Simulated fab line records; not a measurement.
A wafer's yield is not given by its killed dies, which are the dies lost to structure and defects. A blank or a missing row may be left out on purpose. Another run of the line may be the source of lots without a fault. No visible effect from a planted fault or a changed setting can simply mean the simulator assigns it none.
Lot-split experiment / flow n5-finfet / 21 wafers read from 7 lots, route of 1938 steps

== THE SPLIT ==
At N5_BEOL_M7_TRENCH_ETCH_37 (etches SiCOH lowk in C4F6/O2, target depth 93.478 nm, time 31.2 s), the setting source-w was moved away from the recipe's 345 W on 7 of the 21 wafers read, by -17.1% to +10.3%. For the rest of the wafers, this setting stayed at what the recipe calls for.

The reading comes from the split's own step.

== THE READING ==
rf-vpp-V, in V, at N5_BEOL_M7_TRENCH_ETCH_37 (etches SiCOH lowk in C4F6/O2, target depth 93.478 nm, time 31.2 s). On this fab line, fault-free wafers typically give 668 V with a standard deviation of 9.6 V.

wafer=L079.1; tool, chamber at the split=rie-diel-06, 3; source-w as run, W=286.1; against the recipe=-17.1%; rf-vpp-V, V=754; against lot-mates on the recipe=+69
wafer=L079.3; tool, chamber at the split=rie-diel-06, 0; source-w as run, W=286.1; against the recipe=-17.1%; rf-vpp-V, V=744; against lot-mates on the recipe=+59
wafer=L079.5; tool, chamber at the split=rie-diel-06, 3; source-w as run, W=345; against the recipe=recipe; rf-vpp-V, V=685; against lot-mates on the recipe=-
wafer=L078.1; tool, chamber at the split=rie-diel-03, 0; source-w as run, W=345; against the recipe=recipe; rf-vpp-V, V=668; against lot-mates on the recipe=-
wafer=L078.5; tool, chamber at the split=rie-diel-03, 1; source-w as run, W=286.8; against the recipe=-16.9%; rf-vpp-V, V=734; against lot-mates on the recipe=+66
wafer=L078.6; tool, chamber at the split=rie-diel-03, 0; source-w as run, W=345; against the recipe=recipe; rf-vpp-V, V=669; against lot-mates on the recipe=-
wafer=L085.1; tool, chamber at the split=rie-diel-06, 3; source-w as run, W=380.7; against the recipe=+10.3%; rf-vpp-V, V=651; against lot-mates on the recipe=-24
wafer=L085.5; tool, chamber at the split=rie-diel-06, 3; source-w as run, W=380.7; against the recipe=+10.3%; rf-vpp-V, V=651; against lot-mates on the recipe=-24
wafer=L085.6; tool, chamber at the split=rie-diel-06, 0; source-w as run, W=345; against the recipe=recipe; rf-vpp-V, V=675; against lot-mates on the recipe=-
wafer=L087.1; tool, chamber at the split=rie-diel-06, 0; source-w as run, W=313.6; against the recipe=-9.1%; rf-vpp-V, V=710; against lot-mates on the recipe=+48
wafer=L087.5; tool, chamber at the split=rie-diel-06, 1; source-w as run, W=345; against the recipe=recipe; rf-vpp-V, V=663; against lot-mates on the recipe=-
wafer=L087.6; tool, chamber at the split=rie-diel-06, 2; source-w as run, W=345; against the recipe=recipe; rf-vpp-V, V=662; against lot-mates on the recipe=-
wafer=L090.2; tool, chamber at the split=rie-diel-03, 3; source-w as run, W=380.5; against the recipe=+10.3%; rf-vpp-V, V=656; against lot-mates on the recipe=-12
wafer=L090.4; tool, chamber at the split=rie-diel-03, 0; source-w as run, W=345; against the recipe=recipe; rf-vpp-V, V=669; against lot-mates on the recipe=-
wafer=L090.5; tool, chamber at the split=rie-diel-03, 0; source-w as run, W=345; against the recipe=recipe; rf-vpp-V, V=666; against lot-mates on the recipe=-
wafer=L092.2; tool, chamber at the split=rie-diel-05, 1; source-w as run, W=345; against the recipe=recipe; rf-vpp-V, V=667; against lot-mates on the recipe=-
wafer=L092.5; tool, chamber at the split=rie-diel-05, 0; source-w as run, W=345; against the recipe=recipe; rf-vpp-V, V=658; against lot-mates on the recipe=-
wafer=L092.6; tool, chamber at the split=rie-diel-05, 1; source-w as run, W=345; against the recipe=recipe; rf-vpp-V, V=666; against lot-mates on the recipe=-
wafer=L096.1; tool, chamber at the split=rie-diel-03, 1; source-w as run, W=345; against the recipe=recipe; rf-vpp-V, V=666; against lot-mates on the recipe=-
wafer=L096.3; tool, chamber at the split=rie-diel-03, 0; source-w as run, W=345; against the recipe=recipe; rf-vpp-V, V=667; against lot-mates on the recipe=-
wafer=L096.4; tool, chamber at the split=rie-diel-03, 2; source-w as run, W=345; against the recipe=recipe; rf-vpp-V, V=659; against lot-mates on the recipe=-

FIT RESULTS
A straight line over all 21 wafers: rf-vpp-V changes by -3.61 V for each +1% of source-w; r = -0.93; the points scatter about the line by 11 V.
The same after taking each lot's own level away (the mean of its wafers on the recipe; 21 wafers): -3.32 V for each +1%; r = -0.96; scatter 7.3 V.
The reading moves by 57 V for the largest change in source-w, on that fit.
The lots' own levels span 662.5 to 685.0 V, that is 2.3 times the standard deviation above.
Consequently the slope shifts little with the lot-to-lot level, the two slopes agreeing.
Check: with one of the wafers moved furthest among these (-17.1%) left out of the fit, the line predicts +58 V for it against its lot-mates. Against them it came out at +69 V.
Tool readings at the split's step, against how far the setting was moved: rf-vpp-V r = -0.93.

== FILE'S OWN FIT ==
rf-vpp-V changes by -3.44 V for each +1% of source-w, r = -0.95.
